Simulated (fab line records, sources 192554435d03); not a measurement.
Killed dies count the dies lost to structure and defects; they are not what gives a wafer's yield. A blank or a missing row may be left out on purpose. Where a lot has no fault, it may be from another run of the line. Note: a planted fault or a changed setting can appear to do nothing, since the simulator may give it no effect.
Chamber matching | flow n5Finfet | N5_BEOL_M0_SAQP_ETCH_88 on rieDiel-03 has 4 sister chambers
The step etches underlayer in N2/H2, target depth 6.5 nm, time 5.2 s. 18 wafers are shown with their chamber, then 9 later ones without.

## WAFERS PAIRED WITH THEIR CHAMBERS
wafer  | chamber | drypumpMotorCurrentA (A) | showerheadPlenumPTorr (Torr) | throttleValvePct (%)
L075.1 | 3       | 6.3                      | 2.65                         | 17.7
L075.2 | 1       | 6.1                      | 2.65                         | 18.3
L075.3 | 0       | 5.6                      | 2.49                         | 17.2
L077.4 | 0       | 5.6                      | 2.49                         | 17.3
L077.5 | 1       | 6.1                      | 2.65                         | 18.3
L077.6 | 0       | 5.6                      | 2.49                         | 17.2
L086.3 | 3       | 6.3                      | 2.64                         | 17.7
L086.4 | 0       | 5.6                      | 2.48                         | 17.3
L086.5 | 3       | 6.3                      | 2.64                         | 17.7
L090.1 | 0       | 5.6                      | 2.48                         | 17.3
L090.2 | 1       | 6.1                      | 2.64                         | 18.3
L090.6 | 1       | 6.1                      | 2.64                         | 18.3
L089.2 | 2       | 6.3                      | 2.48                         | 17.6
L089.3 | 3       | 6.3                      | 2.63                         | 17.7
L089.6 | 0       | 5.7                      | 2.48                         | 17.3
L092.3 | 2       | 6.3                      | 2.48                         | 17.7
L092.4 | 0       | 5.6                      | 2.48                         | 17.3
L092.6 | 3       | 6.3                      | 2.63                         | 17.7

SIGNATURES (means of the wafers above)
reading               | chamber 0 | chamber 1 | chamber 2 | chamber 3 | scatter within a chamber
drypumpMotorCurrentA  | 5.614     | 6.100     | 6.300     | 6.300     | 0.0247
showerheadPlenumPTorr | 2.4843    | 2.6450    | 2.4800    | 2.6380    | 0.00628
throttleValvePct      | 17.271    | 18.300    | 17.650    | 17.700    | 0.0371
Rule: a wafer lies at a distance from a chamber equal to the root of the sum of squares, over the readings, of (its reading less the chamber's mean, divided by the reading's scatter). The wafer belongs to the nearest chamber; if the next one is less than 2 further off, it can't be placed. The scatter: the root of (the sum of the squares of (reading less its chamber's mean) over the shown wafers, divided by (wafers less chambers)).

## WAFERS MISSING THEIR CHAMBER
wafer  | drypumpMotorCurrentA (A) | showerheadPlenumPTorr (Torr) | throttleValvePct (%)
L093.1 | 6.1                      | 2.64                         | 18.3
L093.3 | 6.3                      | 2.63                         | 17.7
L093.4 | 5.6                      | 2.48                         | 17.3
L095.2 | 6.1                      | 2.64                         | 18.3
L095.5 | 6.4                      | 2.63                         | 17.8
L095.6 | 5.6                      | 2.47                         | 17.3
L097.1 | 6.1                      | 2.64                         | 18.3
L097.2 | 5.6                      | 2.47                         | 17.3
L097.4 | 6.3                      | 2.63                         | 17.8

## CHAMBER TAKEN BY EACH
wafer  | from the rows above | in truth
L093.1 | 1                   | 1
L093.3 | 3                   | 3
L093.4 | 0                   | 0
L095.2 | 1                   | 1
L095.5 | 3                   | 3
L095.6 | 0                   | 0
L097.1 | 1                   | 1
L097.2 | 0                   | 0
L097.4 | 3                   | 3
9 of 9 placed correctly. Not placeable from these rows: 0. Placed wrongly: 0.
